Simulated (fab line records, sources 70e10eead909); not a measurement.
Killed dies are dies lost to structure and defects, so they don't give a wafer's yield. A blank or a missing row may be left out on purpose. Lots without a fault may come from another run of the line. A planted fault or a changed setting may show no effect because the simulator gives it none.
A struck lot beside a sound one | flow nand_harc | 15 steps out of a route of 1302
Sound: wafers L601.2, L601.3, L601.5. Struck: wafer L617.1. (L617.4, L617.5 of the same lot were not struck and are left out.) The cause comes at the end.
At each step with rows: each side's tool, then ch and its chambers, then its first start. Under that, the readings that differ: sound wafers | struck wafers | difference of the means | sigmas: that difference in standard deviations of wafers without a fault.
alike: readings whose means differ by less than 2 such deviations, and words and numbers that are the same on both sides. not compared: withheld readings, readings that some wafer has no value for, bounds like >300 that may hide the same value, and numbers for which the record gives no deviation and whose values overlap.
The two part at a step that has a row with sigmas, a row that says differs or no value, or rows on one side only. Numbers that don't overlap but have no deviation are shown without sigmas and don't part them. A reading that every wafer of one side lacks parts them only if that side has two wafers or more.

first, 7 steps without rows for these wafers: NHARC_A_CONTACT_COAT_35 (time 65 s); NHARC_A_CONTACT_COAT_36 (resist thk 90 nm); NHARC_A_CONTACT_SOFTBAKE_37 (time 55 s); NHARC_A_CONTACT_EBR_38; NHARC_A_CONTACT_EXPOSE_39 (exposes mask A CC 3); NHARC_A_CONTACT_PEB_40 (peb time 65 s); NHARC_A_CONTACT_DEVELOP_41 (develop time 35 s).
NHARC_A_CONTACT_CD_MEAS_42: target cd 300 nm.
  sound on cd_sem-01 ch 0, day 22 02:08; struck on cd_sem-03 ch 0, day 29 05:48
  alike: cd_nm
NHARC_A_CONTACT_OVL_MEAS_43:
  sound on overlay-02, day 22 02:14; struck on overlay-01, day 29 05:53
  alike: overlay_x_nm, overlay_y_nm
NHARC_A_CONTACT_INSPECT_44:
  sound on defect_inspect-02, day 22 02:16; struck on defect_inspect-02, day 29 05:56
  reading          | sound    | struck | difference | sigmas
  raw_defect_count | 13 16 17 | 94     | +79        | +2
NHARC_A_CONTACT_DESCUM_47: chemistry O2, time 3 s.
  sound on rie_diel-04 ch 0,2,3, day 22 02:20; struck on rie_diel-04 ch 2, day 29 05:59
  alike: drypump_motor_current_A, o2_flow_sccm, oes_product_au, rf_vpp_V, showerhead_plenum_p_Torr, throttle_valve_pct
  not compared: rf_hours_counter_h
NHARC_A_CONTACT_ETCH_48: etches the open film in CF4, target depth 39 nm, time 65 s.
  sound on rie_diel-04 ch 0,1, day 22 02:25; struck on rie_diel-04 ch 0, day 29 06:04
  reading               | sound             | struck | difference | sigmas
  oes_product_au (a.u.) | 0.981 0.979 0.998 | 1.018  | +0.032     | +2
  alike: cf4_flow_sccm, drypump_motor_current_A, rf_vpp_V, run_length_s, showerhead_plenum_p_Torr, throttle_valve_pct
  not compared: rf_hours_counter_h
NHARC_A_CONTACT_ETCH_49: etches the open film in N2/H2, target depth 260 nm, time 475.3 s.
  sound on rie_diel-04 ch 0,1,3, day 22 02:32; struck on rie_diel-04 ch 3, day 29 06:10
  reading                     | sound             | struck | difference | sigmas
  drypump_motor_current_A (A) | 6.2 4.8 6.1       | 4.8    | -0.9       | -2
  run_length_s (s)            | 495.7 497.0 496.8 | 395.3  | -101.2     | -99 or more
  alike: h2_flow_sccm, n2_flow_sccm, oes_product_au, rf_vpp_V, showerhead_plenum_p_Torr, throttle_valve_pct
  not compared: rf_hours_counter_h
NHARC_A_CONTACT_ETCH_50: etches the open film in CF4/CHF3, target depth 121 nm, time 60.5 s.
  sound on rie_diel-04 ch 0,1; struck on rie_diel-04 ch 3
  reading                     | sound             | struck | difference | sigmas
  cf4_flow_sccm (sccm)        | 99.39 99.84 99.96 | 100.35 | +0.62      | +2
  drypump_motor_current_A (A) | 6.1 6.2 6.2       | 4.8    | -1.4       | -3
  alike: oes_product_au, rf_vpp_V, run_length_s, showerhead_plenum_p_Torr, throttle_valve_pct
  not compared: rf_hours_counter_h
-- the record jumps here: 3 days lie between the struck wafers' starts before and after (it left off in module A_CONTACT and takes up again in module END, whose first step shown is number 1302 of the route) --
NHARC_END_SORT_01:
  the record has rows for the struck wafers here (prober-02 ch 0, day 32 05:59) and none for the sound ones

WHERE THEY PART
First at NHARC_A_CONTACT_INSPECT_44; last, within this record, at NHARC_END_SORT_01.

WHY: what the simulator had put in
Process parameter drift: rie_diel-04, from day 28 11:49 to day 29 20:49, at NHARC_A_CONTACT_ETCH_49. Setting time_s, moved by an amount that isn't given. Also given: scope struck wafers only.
